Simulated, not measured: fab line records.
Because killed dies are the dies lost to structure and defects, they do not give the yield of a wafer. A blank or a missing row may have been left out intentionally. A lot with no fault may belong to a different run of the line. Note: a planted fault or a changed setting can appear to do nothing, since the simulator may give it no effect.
A lot that was struck, set against a sound lot / flow nandHarc / 24 out of 1302 route steps
Sound: the wafers L775.1, L775.2, L775.5. Wafers struck: L779.3, L779.4, L779.5. The cause is named last.
Per side, at each step with rows, come the tool, then ch with its chambers, and then its first start. Under that, the readings that differ: sound wafers / struck wafers / difference of the means / sigmas: that difference in standard deviations of wafers without a fault.
alike: a reading whose means differ by less than 2 such deviations, as well as words and numbers matching on both sides. not compared: withheld readings; readings where some wafer has no value; bounds like >300 that might hide an equal value; numbers whose values overlap and for which the record gives no deviation.
Wherever a step has rows on one side only, a row that says differs or no value, or a row with sigmas, the two part there. When numbers do not overlap yet have no deviation, they are printed without sigmas and do not part them. A reading missing from all wafers of one side parts the sides only when that side holds two or more wafers.

first, 1 step without rows for these wafers: NHARC_P_CONTACT_DEP_00 (deposits SiO2, target thk 500 nm).
NHARC_P_CONTACT_CMP_01: polishes SiO2, target thk 200 nm.
  sound on cmp-03 ch 0,1, day 7 14:38; struck on cmp-04 ch 2,3, day 9 13:57
  alike: motorCurrentA, slurryFilterDpKPa
then, 9 steps without rows for these wafers: NHARC_P_CONTACT_SRD_03; NHARC_P_CONTACT_DEHYDRATE_04 (time 120 s); NHARC_P_CONTACT_HMDS_05 (time 30 s); NHARC_P_CONTACT_COAT_33 (time 75 s); NHARC_P_CONTACT_COAT_34 (time 65 s); NHARC_P_CONTACT_COAT_06 (resist thk 90 nm); NHARC_P_CONTACT_SOFTBAKE_07 (time 55 s); NHARC_P_CONTACT_EBR_08; NHARC_P_CONTACT_EXPOSE_09 (exposes mask P CA, target cd 90 nm).
NHARC_P_CONTACT_PEB_10: peb time 65 s.
  sound on lithoTrack-06 ch 0, day 7 15:16; struck on lithoTrack-06 ch 0, day 9 14:42
reading=heaterPowerTotalW (W); sound=156.7 156.4 156.6; struck=187.9 187.4 187.3; difference=+31.0; sigmas=+76
reading=plateTempC (C); sound=99.92 99.78 99.81; struck=114.31 114.28 114.41; difference=+14.50; sigmas=+99 or more
then, 1 step without rows for these wafers: NHARC_P_CONTACT_DEVELOP_11 (develop time 35 s).
NHARC_P_CONTACT_CD_MEAS_12: the cd target is 90 nm.
  sound on cdSem-03 ch 0, day 7 15:20; struck on cdSem-03 ch 0, day 9 14:47
reading=cdNm (nm); sound=89.8 90.2 89.6; struck=127.6 127.4 127.7; difference=+37.7; sigmas=+40
NHARC_P_CONTACT_OVL_MEAS_13:
  sound on overlay-02 at day 7 15:26; struck on overlay-02 at day 9 14:52
  alike: overlayXNm, overlayYNm
NHARC_P_CONTACT_INSPECT_14:
  sound on defectInspect-01 at day 7 15:28; struck on defectInspect-01 at day 9 14:55
  alike: rawDefectCount
NHARC_P_CONTACT_DESCUM_17: chemistry O2, time 3 s.
  sound on rieDiel-06 ch 1,2,3, day 7 15:31; struck on rieDiel-08 ch 0,1,2, day 9 14:58
reading=model.P_CONTACT.cdNm (nm); sound=89.72 89.26 89.18; struck=128.4 127.4 128; difference=+38.5; sigmas=
  alike: drypumpMotorCurrentA, oesProductAu, rfVppV, showerheadPlenumPTorr, throttleValvePct
  not compared: rfHoursCounterH
NHARC_P_CONTACT_ETCH_35: etches the open film in CF4, target depth 39 nm, time 65 s.
  sound on rieDiel-06 ch 0,2,3, day 7 15:37; struck on rieDiel-08 ch 1,2, day 9 15:03
  alike: drypumpMotorCurrentA, oesProductAu, rfVppV, showerheadPlenumPTorr, throttleValvePct
  not compared: rfHoursCounterH
NHARC_P_CONTACT_ETCH_36: etches the open film in N2/H2, target depth 260 nm, time 406.25 s.
  sound: rieDiel-06 ch 0,1,3; struck: rieDiel-08 ch 0,1
  alike: drypumpMotorCurrentA, oesProductAu, rfVppV, showerheadPlenumPTorr, throttleValvePct
  not compared: rfHoursCounterH
NHARC_P_CONTACT_ETCH_18: etches the open film in C4F8/O2/Ar, target depth 481 nm, time 240.5 s.
  sound: rieDiel-06 ch 2,3; struck: rieDiel-08 ch 0,1,3
  alike: oesProductAu, rfVppV
  not compared: rfHoursCounterH
then, 1 step without rows for these wafers: NHARC_P_CONTACT_STRIP_37 (strips in C4F8/O2/Ar).
NHARC_P_CONTACT_ETCH_31: etches the open film in CH3F/O2, target depth 30 nm, time 85.7 s.
  sound: rieDiel-06 ch 0,3; struck: rieDiel-08 ch 0,2,3
reading=model.P_CONTACT.cdNm (nm); sound=86.01 87.98 91.48; struck=128.8 125.4 127.4; difference=+38.7; sigmas=
  alike: drypumpMotorCurrentA, oesProductAu, rfVppV, showerheadPlenumPTorr, throttleValvePct
  not compared: rfHoursCounterH
NHARC_P_CONTACT_CD_MEAS_19:
  sound on cdSem-02 at day 7 16:24; struck on cdSem-03 at day 9 15:51
reading=cdNm (nm); sound=86.1 88.0 91.3; struck=128.6 125.4 127.3; difference=+38.6; sigmas=+18
NHARC_P_CONTACT_STRIP_28: strips in O2.
  sound on rieDiel-11 ch 2,3, day 7 16:28; struck on rieDiel-06 ch 1,3, day 9 15:56
reading=rfVppV (V); sound=56.9 56.6 57.4; struck=58.7 59.9 58.3; difference=+2.0; sigmas=+2
  alike: drypumpMotorCurrentA, oesProductAu, showerheadPlenumPTorr, throttleValvePct
  not compared: rfHoursCounterH

## WHERE THEY PART
Last at NHARC_P_CONTACT_STRIP_28 as far as this record goes, first at NHARC_P_CONTACT_PEB_10.

WHY: what the simulator had put in
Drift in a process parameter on lithoTrack-06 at NHARC_P_CONTACT_PEB_10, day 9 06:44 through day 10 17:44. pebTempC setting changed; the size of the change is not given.
